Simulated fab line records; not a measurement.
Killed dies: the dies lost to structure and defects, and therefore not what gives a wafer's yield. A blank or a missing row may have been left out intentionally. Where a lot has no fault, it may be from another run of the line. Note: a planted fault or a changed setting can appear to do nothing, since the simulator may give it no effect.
Matching of chambers | flow nand harc | NHARC_A_CHANNEL_FILL_D1_ETCHBACK_20 on rie diel-01: 4 sister chambers
The step etches the open film in C4F8/O2/Ar, target depth 27 nm, time 13.5 s. 22 wafers are shown with their chamber, then 11 later ones without.

## WAFERS WITH THEIR CHAMBER
wafer  | chamber | rf vpp V (V) | oes product au (a.u.)
L076.4 | 2       | 979          | 0.96
L076.5 | 2       | 977          | 0.97
L076.6 | 1       | 979          | 1.00
L080.4 | 2       | 977          | 0.96
L080.5 | 3       | 987          | 1.00
L080.6 | 2       | 975          | 0.97
L081.1 | 0       | 975          | 0.99
L081.4 | 0       | 978          | 0.99
L081.5 | 1       | 982          | 1.00
L083.2 | 1       | 981          | 1.01
L083.3 | 0       | 977          | 0.99
L083.6 | 2       | 979          | 0.97
L085.2 | 0       | 978          | 1.00
L085.3 | 1       | 981          | 1.00
L085.6 | 2       | 979          | 0.97
L086.1 | 2       | 978          | 0.91
L086.3 | 1       | 981          | 0.92
L086.5 | 0       | 976          | 0.93
L089.2 | 2       | 978          | 0.92
L089.4 | 1       | 981          | 0.93
L089.5 | 2       | 977          | 0.91
L090.2 | 1       | 980          | 0.93

SIGNATURES (averages over the wafers above)
reading        | chamber 0 | chamber 1 | chamber 2 | chamber 3 | scatter within a chamber
rf vpp V       | 976.80    | 980.71    | 977.67    | 987.00    | 1.21
oes product au | 0.9800    | 0.9700    | 0.9489    | 1.0000    | 0.0326
Rule: for each reading, subtract the chamber's mean from the wafer's reading, divide by that reading's scatter and square the result; add these up over the readings and take the root, which gives the wafer's distance from the chamber. If the next closest chamber is less than 2 further off than the closest, the wafer can't be placed; otherwise it belongs to the closest. How the scatter is found: for the shown wafers, subtract from each reading the mean of its chamber, square and add these, divide the total by (wafers less chambers), then take the root.

## WAFERS WITH NO CHAMBER GIVEN
wafer  | rf vpp V (V) | oes product au (a.u.)
L090.3 | 988          | 1.01
L090.6 | 976          | 0.91
L092.1 | 978          | 0.99
L092.2 | 989          | 0.98
L092.4 | 976          | 0.99
L093.2 | 980          | 1.02
L093.4 | 987          | 0.99
L093.6 | 975          | 0.99
L096.2 | 987          | 0.92
L096.3 | 978          | 0.92
L096.5 | 978          | 0.93

## WHICH CHAMBER EACH WENT THROUGH
wafer  | from the rows above          | in truth
L090.3 | 3                            | 3
L090.6 | can't be placed: 2 or 0      | 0
L092.1 | can't be placed: 0 or 2 or 1 | 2
L092.2 | 3                            | 3
L092.4 | can't be placed: 0 or 2      | 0
L093.2 | can't be placed: 1 or 2 or 0 | 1
L093.4 | 3                            | 3
L093.6 | can't be placed: 0 or 2      | 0
L096.2 | 3                            | 3
L096.3 | can't be placed: 2 or 0 or 1 | 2
L096.5 | can't be placed: 2 or 0 or 1 | 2
Placed correctly: 4 of 11. Unplaceable from these rows: 7, with the true chamber sitting among the candidates in 7. Wrongly placed: 0.
